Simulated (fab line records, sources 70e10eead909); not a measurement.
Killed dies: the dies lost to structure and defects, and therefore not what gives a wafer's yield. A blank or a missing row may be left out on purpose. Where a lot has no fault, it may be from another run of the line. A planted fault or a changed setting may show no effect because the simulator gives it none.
Struck lot and sound lot, side by side :: flow nand harc :: 15 steps out of a route of 1159
Sound: these wafers, L878.3, L878.4, L878.6. The struck wafers were L886.3, L886.5, L886.6. The cause comes at the end.
At each step with rows: each side's tool, then ch and its chambers, then its first start. Under that, the readings that differ: sound wafers :: struck wafers :: difference of the means :: sigmas: that difference in standard deviations of wafers without a fault.
alike: readings whose means differ by less than 2 such deviations, and words and numbers that are the same on both sides. not compared: withheld readings, readings that some wafer has no value for, bounds like >300 that may hide the same value, and numbers for which the record gives no deviation and whose values overlap.
The two part at a step that has a row with sigmas, a row that says differs or no value, or rows on one side only. When numbers do not overlap yet have no deviation, they are printed without sigmas and do not part them. A reading that every wafer of one side lacks parts them only if that side has two wafers or more.

first, 7 steps without rows for these wafers: NHARC_A_SGD_CUT_COAT_57 (time 65 s); NHARC_A_SGD_CUT_COAT_03 (resist thk 90 nm); NHARC_A_SGD_CUT_SOFTBAKE_04 (time 55 s); NHARC_A_SGD_CUT_EBR_05; NHARC_A_SGD_CUT_EXPOSE_06 (exposes mask SGD); NHARC_A_SGD_CUT_PEB_07 (peb time 65 s); NHARC_A_SGD_CUT_DEVELOP_08 (develop time 35 s).
NHARC_A_SGD_CUT_CD_MEAS_09: target cd 100 nm.
  sound on cd sem-01 ch 0, day 14 02:28; struck on cd sem-01 ch 0, day 16 02:53
  alike: cd nm
NHARC_A_SGD_CUT_OVL_MEAS_10:
  sound on overlay-02 at day 14 02:33; struck on overlay-01 at day 16 02:58
  alike: overlay x nm, overlay y nm
NHARC_A_SGD_CUT_INSPECT_11:
  sound on defect inspect-01 at day 14 02:35; struck on defect inspect-01 at day 16 03:01
  alike: raw defect count
NHARC_A_SGD_CUT_DESCUM_14: chemistry O2, time 3 s.
  sound on rie diel-10 ch 0,1,3, day 14 02:40; struck on rie diel-10 ch 0,2,3, day 16 03:05
  alike: drypump motor current A, oes product au, rf vpp V, showerhead plenum p Torr, throttle valve pct
  not compared: rf hours counter h
NHARC_A_SGD_CUT_ETCH_58: etches the open film in CF4, target depth 39 nm, time 65 s.
  sound on rie diel-10 ch 1,3, day 14 02:46; struck on rie diel-10 ch 1,2, day 16 03:10
  alike: drypump motor current A, oes product au, over etch frac, rf fwd power W, rf vpp V, showerhead plenum p Torr, throttle valve pct
  not compared: rf hours counter h
NHARC_A_SGD_CUT_ETCH_59: etches the open film in N2/H2, target depth 260 nm, time 406.25 s.
  sound on rie diel-10 ch 1,3, day 14 02:56; struck on rie diel-10 ch 0,1, day 16 03:14
reading: over etch frac
sound: 0.25 0.25 0.25
struck: 0.45655 0.45655 0.45655
difference: +0.20655
sigmas: 
  alike: drypump motor current A, oes product au, rf fwd power W, rf vpp V, showerhead plenum p Torr, throttle valve pct
  not compared: rf hours counter h
NHARC_A_SGD_CUT_ETCH_15: etches the open film in CH3F/O2, target depth 75 nm, time 64.3 s.
  sound: rie diel-10 ch 0,3; struck: rie diel-10 ch 0,1,3
  alike: drypump motor current A, oes product au, rf fwd power W, rf vpp V, showerhead plenum p Torr, throttle valve pct
  not compared: rf hours counter h
-- record jumps: 6 days between struck wafers' starts before vs after; left off in module A_SGD_CUT, resumes in module END, first step shown is number 1159 of the route --
NHARC_END_SORT_01:
  at this point the record logs the struck wafers (prober-01 ch 0, day 21 16:16) and has no rows for the sound ones

== WHERE THEY PART ==
Within this record, at NHARC_END_SORT_01 only.

WHY: what the simulator had put in
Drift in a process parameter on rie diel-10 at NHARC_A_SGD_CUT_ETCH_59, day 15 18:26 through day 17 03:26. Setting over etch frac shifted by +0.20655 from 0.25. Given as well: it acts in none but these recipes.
